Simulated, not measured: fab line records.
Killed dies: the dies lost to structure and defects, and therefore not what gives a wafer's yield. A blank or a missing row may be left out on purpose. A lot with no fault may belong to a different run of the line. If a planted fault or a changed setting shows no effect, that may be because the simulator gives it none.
3 desks, one fault | flow n5 finfet | every desk sees just its own numbers, and what lay behind them comes last

DESK OF THE TOOL OWNER: rie si-01
The tool's own readings at N5_FIN_SAQP_MANDREL_ETCH_22 (etches a-Si in HBr/Cl2, stops on SiNx, target depth 60 nm, bt time 10 s, time 30 s): means of the sampled wafers that have a number, for each lot that ran on this tool. The brackets show how far a lot's mean lies from the usual mean; more than 4 standard deviations puts the lot out of limits, marked OUT.
Columns: A = drypump motor current A at N5_FIN_SAQP_MANDREL_ETCH_22, usual 5.6 A; B = mfc cl2 sccm at N5_FIN_SAQP_MANDREL_ETCH_22, usual 80.05 sccm; C = oes product au at N5_FIN_SAQP_MANDREL_ETCH_22, usual 0.766 a.u.; D = throttle valve pct at N5_FIN_SAQP_MANDREL_ETCH_22, usual 35.5 %
lot  | first seen here | A   | B                | C     | D
L675 | day 2 16:09     | 5.1 | 80.01            | 0.765 | 35.7
L685 | day 5 04:23     | 5.4 | 78.14 (-8.3) OUT | 0.770 | 35.3
This desk finds L685 out of limits, L685 being first, at day 5 04:23 (mfc cl2 sccm at N5_FIN_SAQP_MANDREL_ETCH_22). L675 stayed within limits.

THE METROLOGY DESK
What the gauges read, lot by lot, whatever tool the lot ran on: means of the sampled wafers that have a number. The brackets show how far a lot's mean lies from the usual mean; more than 4 standard deviations puts the lot out of limits, marked OUT. Readings shown: 7 of its 12, picked as those furthest out on some lot.
Columns: A = FIN_CORE_OVL at N5_FIN_SAQP_OVL_MEAS_17, usual -0.6 nm; B = DIBL_N at N5_BEOL_M4_RC_MEAS_101, usual 36.7 mV/V; C = DIBL_P at N5_BEOL_M4_RC_MEAS_101, usual 36.9 mV/V; D = IOFF_N at N5_BEOL_M4_RC_MEAS_101, usual 0.17 nA/um; E = IOFF_P at N5_BEOL_M4_RC_MEAS_101, usual 0.22 nA/um; F = SS_N at N5_BEOL_M4_RC_MEAS_101, usual 71.6 mV/dec; G = VT_P at N5_BEOL_M4_RC_MEAS_101, usual -250 mV
lot  | first seen here | A    | B    | C    | D    | E    | F    | G
L675 | day 2 15:46     | -0.6 | 37.7 | 37.1 | 0.18 | 0.24 | 71.5 | -248
L677 | day 3 03:34     | 0.1  | 35.5 | 35.5 | 0.14 | 0.20 | 71.6 | -249
L685 | day 5 03:46     | -1.1 | 35.6 | 36.6 | 0.15 | 0.18 | 71.1 | -253
L687 | day 5 15:18     | -0.4 | 35.0 | 34.4 | 0.13 | 0.18 | 70.5 | -250
L695 | day 7 15:49     | -0.8 | 38.9 | 40.5 | 0.18 | 0.25 | 71.9 | -250
This desk's verdict: no lot among the 5 shows anything out of limits.

THE DEFECT DESK
Lot by lot, what the route's inspections counted, given as the mean of those sampled wafers with a number. The brackets show how far a lot's mean lies from the usual mean; more than 4 standard deviations puts the lot out of limits, marked OUT.
Columns: A = raw defect count at N5_FIN_SAQP_INSPECT_18, usual 390
lot  | first seen here | A
L675 | day 2 15:50     | 445
L677 | day 3 03:37     | 258
L685 | day 5 03:50     | 337
L687 | day 5 15:22     | 351
L695 | day 7 15:53     | 660
This desk's verdict: no lot among the 5 shows anything out of limits.

PUT TOGETHER
On L685, at day 5 04:23, an alarm was possible from the tool owner's desk.
The metrology desk saw nothing out of limits.
Nothing the defect desk looked at was out of limits.
The metrology desk holds a record of L685, inside its limits.
The defect desk has L685 on record, within its limits.
Every lot named ran N5_FIN_SAQP_MANDREL_ETCH_22 on rie si-01.

WHAT THE SIMULATOR HAD INSERTED
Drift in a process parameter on rie si-01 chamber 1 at N5_FIN_SAQP_MANDREL_ETCH_22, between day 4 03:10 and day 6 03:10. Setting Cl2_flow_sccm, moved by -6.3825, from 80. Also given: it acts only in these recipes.
Shown lots that were struck: L685.
How many hours passed from the start of the fault until each desk's first out-of-limits reading: the tool owner's desk, 25.
